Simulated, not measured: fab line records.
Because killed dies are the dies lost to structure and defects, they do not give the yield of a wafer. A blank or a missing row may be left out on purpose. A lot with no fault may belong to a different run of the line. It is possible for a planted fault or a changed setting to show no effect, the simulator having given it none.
A struck lot beside a sound one -- flow nand harc -- 14 steps out of a route of 1302
Sound: these wafers, L980.1, L980.5, L980.6. Struck: wafer L976.5 (L976.4, L976.6, from the same lot, were not struck and are left out); the cause is given at the end.
Order at every step that has rows: each side's tool, ch and its chambers, its first start. Under that, the readings that differ: sound wafers -- struck wafers -- difference of the means -- sigmas: that difference in standard deviations of wafers without a fault.
alike: same words and numbers on both sides, and readings whose means sit less than 2 such deviations apart. not compared: any withheld reading, any reading some wafer has no value for, any bound like >300 that may hide the same value, and any number with overlapping values for which the record gives no deviation.
Wherever a step has rows on one side only, a row that says differs or no value, or a row with sigmas, the two part there. When numbers do not overlap yet have no deviation, they are printed without sigmas and do not part them. A reading that every wafer of one side lacks parts them only if that side has two wafers or more.

first, 7 steps without rows for these wafers: NHARC_A_BONDPAD_COAT_33 (time 65 s); NHARC_A_BONDPAD_COAT_03 (resist thk 600 nm); NHARC_A_BONDPAD_SOFTBAKE_04 (time 70 s); NHARC_A_BONDPAD_EBR_05; NHARC_A_BONDPAD_EXPOSE_06 (exposes mask A BPAD); NHARC_A_BONDPAD_PEB_07 (peb time 80 s); NHARC_A_BONDPAD_DEVELOP_08 (time 50 s).
NHARC_A_BONDPAD_CD_MEAS_09: target cd 500 nm.
  sound on cd sem-03 ch 0, day 29 13:33; struck on cd sem-03 ch 0, day 28 05:12
  alike: cd nm
NHARC_A_BONDPAD_OVL_MEAS_35:
  sound on overlay-02 at day 29 13:38; struck on overlay-02 at day 28 05:17
reading,sound,struck,difference,sigmas
overlay y nm (nm),10 11 11,-4,-15,-2
  alike: overlay x nm
then, 1 step without rows for these wafers: NHARC_A_BONDPAD_HARDBAKE_10 (time 65 s).
NHARC_A_BONDPAD_DESCUM_11: chemistry O2, time 3 s.
  sound on rie diel-04 ch 2,3, day 29 13:46; struck on rie diel-02 ch 1, day 28 05:25
reading,sound,struck,difference,sigmas
oes product au (a.u.),0.984 0.981 0.995,1.015,+0.028,+2
  alike: chamber pressure mTorr, drypump motor current A, rf vpp V, showerhead plenum p Torr, throttle valve pct
  not compared: rf hours counter h
NHARC_A_BONDPAD_ETCH_34: etches the open film in N2/H2, target depth 60 nm, overetch 18 nm, time 65.91 s.
  sound on rie diel-04 ch 1,2, day 29 13:51; struck on rie diel-02 ch 3, day 28 05:29
reading,sound,struck,difference,sigmas
throttle valve pct (%),14.163 14.162 14.166,14.200,+0.036,+4
  alike: chamber pressure mTorr, drypump motor current A, oes product au, rf fwd power W, rf vpp V, showerhead plenum p Torr
  not compared: rf hours counter h
NHARC_A_BONDPAD_ETCH_12: etches the open film in CHF3/O2, target depth 220 nm, time 110 s.
  sound on rie diel-04 ch 1,2,3, day 29 14:05; struck on rie diel-02 ch 0, day 28 05:36
reading,sound,struck,difference,sigmas
rf fwd power W (W),498.8 498.5 498.0,435.0,-63.4,-35
rf vpp V (V),370.6 368.8 366.9,373.7,+4.9,+2
  alike: chamber pressure mTorr, drypump motor current A, oes product au, showerhead plenum p Torr, throttle valve pct
  not compared: rf hours counter h
NHARC_A_BONDPAD_CD_MEAS_13:
  sound on cd sem-03 at day 29 14:12; struck on cd sem-02 at day 28 05:44
  alike: cd nm

== WHERE THEY PART ==
Last at NHARC_A_BONDPAD_ETCH_12 as far as this record goes, first at NHARC_A_BONDPAD_OVL_MEAS_35. Later steps at which nothing parts them and some readings are alike: NHARC_A_BONDPAD_CD_MEAS_13.

WHY: whatever the simulator had introduced
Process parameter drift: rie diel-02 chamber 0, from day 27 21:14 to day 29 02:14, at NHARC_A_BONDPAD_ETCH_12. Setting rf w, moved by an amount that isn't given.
